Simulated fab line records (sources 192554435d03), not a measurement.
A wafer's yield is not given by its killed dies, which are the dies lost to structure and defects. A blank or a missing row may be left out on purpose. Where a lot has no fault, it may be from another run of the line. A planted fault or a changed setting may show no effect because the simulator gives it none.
8D (eight disciplines) problem report, filled in by code | flow n5_finfet | the parts of the form that need people (team, actions taken, sign-off) are left out

== 1. WHAT WENT WRONG ==
Wafers without a fault read 26.1 s, standard deviation 0.36; etch_rf_on_time_s at N5_GATE_CUT_CUT_ETCH_53 reads a mean of 34.3 s on 4 wafers belonging to 2 lots. Measured from the usual mean, that is +23 standard deviations.
The step: etches W in SF6/Cl2, target depth 79.2 nm.
Earliest sighting: wafer L960.2 on rie_metal-02 at day 6 19:40. The record holds 24 wafers of 8 lots with a number at this step. Rule for "out", or "out of limits": more than 4 standard deviations from the usual mean. The other wafers with a number count as sound.

== 2. WHAT IT IS; WHAT IT IS NOT ==
question                    | is                             | is not
which readings at this step | etch_rf_on_time_s              | drypump_motor_current_A, oes_product_au
which lots                  | L960, L961                     | L952, L963, L966, L967, L970, L973
which wafers of those lots  | L960.2, L960.5, L961.1, L961.5 | L960.4, L961.6
read on which tools         | rie_metal-02                   | rie_metal-01, rie_metal-03
when                        | from day 6 19:40               | up to then (4 sound wafers); but 16 sound wafers of L961, L963, L966, L967, L970, L973 came after

== 3. THE SUSPECTS, EACH WITH WHAT RULES IT OUT ==
Counting: a tool at a process step up to the reading stays a suspect if it ran every lot that is out. Sound lots after the first of them don't rule it out here, since some wafers of a struck lot are sound.
- rie_metal-02 at N5_GATE_CUT_CUT_ETCH_53 (etches W in SF6/Cl2, target depth 79.2 nm): kept. It ran every lot that is out, first L960 (day 6 19:40). On those wafers its own readings are out: etch_rf_on_time_s.
- Within rie_metal-02 at N5_GATE_CUT_CUT_ETCH_53: the wafers that are out ran in chamber 1; their sound lot-mates ran in chamber 0.
After counting, what remains is rie_metal-02 at N5_GATE_CUT_CUT_ETCH_53.

== 4. THE CAUSE (what the simulator had put in) ==
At N5_GATE_CUT_CUT_ETCH_53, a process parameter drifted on rie_metal-02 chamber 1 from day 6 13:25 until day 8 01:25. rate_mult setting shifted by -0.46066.
Counting left only this tool.

== 5. SEQUENCE OF EFFECTS, ordered by route ==
Each row: a reading whose mean over the struck wafers that have a number lies more than 3 standard deviations from the usual. Readings are gone through only where the record gives a usual standard deviation; hours: the median, over the lots, of the time from a lot's start at the first step in this table giving one to that lot's start at this step; sigmas: the change measured in usual standard deviations.
hours | step                    | reading              | usual     | on struck wafers | change | sigmas
0     | N5_GATE_CUT_CUT_ETCH_53 | etch_rf_on_time_s    | 26.1 s    | 34.3             | +8.2   | +23
0     | N5_GATE_CUT_CUT_ETCH_54 | etch_rf_on_time_s    | 36.4 s    | 47.9             | +11.5  | +23
0     | N5_GATE_CUT_CUT_ETCH_54 | oes_product_au       | 0.73 a.u. | 0.32             | -0.41  | -4.6
181   | N5_PASSIVATION_PROBE_49 | defect_limited_yield | 91.2 %    | 0.0              | -91.2  | -65
181   | N5_PASSIVATION_PROBE_49 | killed_at_front_end  | 40        | 1114             | +1074  | +89
181   | N5_PASSIVATION_PROBE_49 | killed_dies          | 103       | 1180             | +1077  | +63
181   | N5_PASSIVATION_PROBE_49 | killed_on_rim        | 14        | 152              | +138   | +31
181   | N5_PASSIVATION_PROBE_49 | sort_bin_5_function  | 5.1 %     | 96.5             | +91.5  | +96
181   | N5_PASSIVATION_PROBE_49 | sort_n_pass          | 1077      | 0                | -1077  | -63
181   | N5_PASSIVATION_PROBE_49 | sort_yield_pct       | 91.2 %    | 0.0              | -91.2  | -65
Process steps it contains:
- N5_GATE_CUT_CUT_ETCH_53: etches W in SF6/Cl2, target depth 79.2 nm.
- N5_GATE_CUT_CUT_ETCH_54: etches TiN in Cl2/BCl3, target depth 96.7 nm.
- N5_PASSIVATION_PROBE_49

== 6. HOW IT WOULD HAVE BEEN CAUGHT EARLIER ==
In this record the first reading out of limits was taken at day 6 19:40, 6 hours after the fault began at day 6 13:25.
